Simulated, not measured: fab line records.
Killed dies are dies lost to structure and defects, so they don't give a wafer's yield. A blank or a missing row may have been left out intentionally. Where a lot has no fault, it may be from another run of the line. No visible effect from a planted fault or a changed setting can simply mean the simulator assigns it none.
Matching of chambers / flow n5 finfet / 3 sister chambers for N5_BEOL_M6_CURE_74 on uv cure-02
The step cures SiCOH lowk, time 240 s. 6 wafers are shown with their chamber, then 8 later ones without.

WAFERS, EACH WITH ITS CHAMBER
wafer=L082.5; chamber=2; wafer_temp_C_max=386.4; lamp power pct (%)=52.33
wafer=L082.6; chamber=2; wafer_temp_C_max=386.2; lamp power pct (%)=52.38
wafer=L084.6; chamber=0; wafer_temp_C_max=386.6; lamp power pct (%)=52.28
wafer=L086.2; chamber=1; wafer_temp_C_max=387.0; lamp power pct (%)=52.23
wafer=L086.3; chamber=1; wafer_temp_C_max=387.5; lamp power pct (%)=52.24
wafer=L092.2; chamber=0; wafer_temp_C_max=386.4; lamp power pct (%)=52.27

WAFERS WHOSE CHAMBER IS MISSING
wafer=L092.3; wafer_temp_C_max=386.1; lamp power pct (%)=52.26
wafer=L092.4; wafer_temp_C_max=386.6; lamp power pct (%)=52.22
wafer=L096.3; wafer_temp_C_max=386.7; lamp power pct (%)=52.37
wafer=L096.5; wafer_temp_C_max=386.5; lamp power pct (%)=52.29
wafer=L096.6; wafer_temp_C_max=386.7; lamp power pct (%)=52.43
wafer=L097.1; wafer_temp_C_max=387.8; lamp power pct (%)=52.31
wafer=L097.4; wafer_temp_C_max=386.9; lamp power pct (%)=52.36
wafer=L097.5; wafer_temp_C_max=387.6; lamp power pct (%)=52.42

WHICH CHAMBER EACH ONE RAN IN
wafer=L092.3; from the rows above=0; in truth=0
wafer=L092.4; from the rows above=can't be placed: 0 or 1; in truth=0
wafer=L096.3; from the rows above=2; in truth=2
wafer=L096.5; from the rows above=0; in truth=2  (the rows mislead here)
wafer=L096.6; from the rows above=2; in truth=2
wafer=L097.1; from the rows above=can't be placed: 1 or 0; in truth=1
wafer=L097.4; from the rows above=can't be placed: 2 or 0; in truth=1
wafer=L097.5; from the rows above=can't be placed: 2 or 0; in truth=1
Correct placement for 3 of the 8. Unplaceable from these rows: 4, with the true chamber sitting among the candidates in 2. Number placed wrongly: 1.
How it was worked out, from the rows above alone: a wafer's distance from a chamber is the root of the sum, over the readings, of the square of ((its reading less the chamber's mean) divided by the reading's scatter). If the next closest chamber is less than 2 further off than the closest, the wafer can't be placed; otherwise it belongs to the closest. Each chamber's mean is taken over the wafers shown for it. The scatter is the square root of a quotient: the sum, over the shown wafers, of each reading's squared deviation from its chamber's mean, divided by wafers minus chambers.
